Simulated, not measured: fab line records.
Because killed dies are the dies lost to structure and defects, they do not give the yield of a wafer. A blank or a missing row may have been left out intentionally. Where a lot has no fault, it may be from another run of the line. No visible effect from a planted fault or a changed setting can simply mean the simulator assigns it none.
Chamber matching -- flow nandHarc -- NHARC_A_BLC_STRIP_29 on rieDiel-01: 4 sister chambers
The step strips in CF4. 16 wafers are shown with their chamber, then 8 later ones without.

WAFERS WITH THEIR CHAMBER
wafer,chamber,drypumpMotorCurrentA (A),oesProductAu (a.u.),rfVppV (V)
L075.1,1,5.5,0.996,57.6
L075.3,3,6.8,0.991,58.0
L075.6,3,6.8,0.977,58.5
L077.1,2,4.9,1.003,61.7
L077.4,3,6.7,0.984,58.8
L077.6,3,6.7,0.985,58.5
L081.2,2,4.9,0.999,60.0
L081.3,1,5.5,0.979,59.1
L081.6,0,5.1,0.998,58.4
L083.1,1,5.6,0.984,58.6
L083.2,2,4.9,1.002,60.0
L083.6,2,4.9,1.002,59.3
L086.1,3,6.7,0.970,58.3
L086.2,0,5.1,0.993,56.9
L086.5,3,6.7,0.981,59.4
L087.1,0,5.1,0.995,58.3

SIGNATURES, as means of the wafers listed above
reading,chamber 0,chamber 1,chamber 2,chamber 3,scatter within a chamber
drypumpMotorCurrentA,5.100,5.533,4.900,6.733,0.0408
oesProductAu,0.99533,0.98633,1.00150,0.98133,0.00603
rfVppV,57.867,58.433,60.250,58.583,0.756
Rule: a wafer's distance from a chamber is the root of the sum, over the readings, of the square of ((its reading less the chamber's mean) divided by the reading's scatter). If the next closest chamber is less than 2 further off than the closest, the wafer can't be placed; otherwise it belongs to the closest. The scatter: take each reading less its chamber's mean, square it, sum over the shown wafers, divide by the number of wafers less the number of chambers, and take the root.

WAFERS WITHOUT THEIR CHAMBER
wafer,drypumpMotorCurrentA (A),oesProductAu (a.u.),rfVppV (V)
L087.4,5.6,0.985,59.3
L087.6,5.1,0.994,59.4
L089.1,4.9,1.003,59.2
L089.4,5.5,0.985,58.5
L089.6,4.9,0.995,58.4
L095.1,6.8,1.004,59.8
L095.3,5.1,1.005,58.9
L095.6,6.8,1.014,59.3

WHICH CHAMBER EACH ONE RAN IN
wafer,from the rows above,in truth
L087.4,1,1
L087.6,0,0
L089.1,2,2
L089.4,1,1
L089.6,2,2
L095.1,3,3
L095.3,0,0
L095.6,3,3
Correct placement for 8 of the 8. Left unplaced by these rows: 0. Placed wrongly: 0.
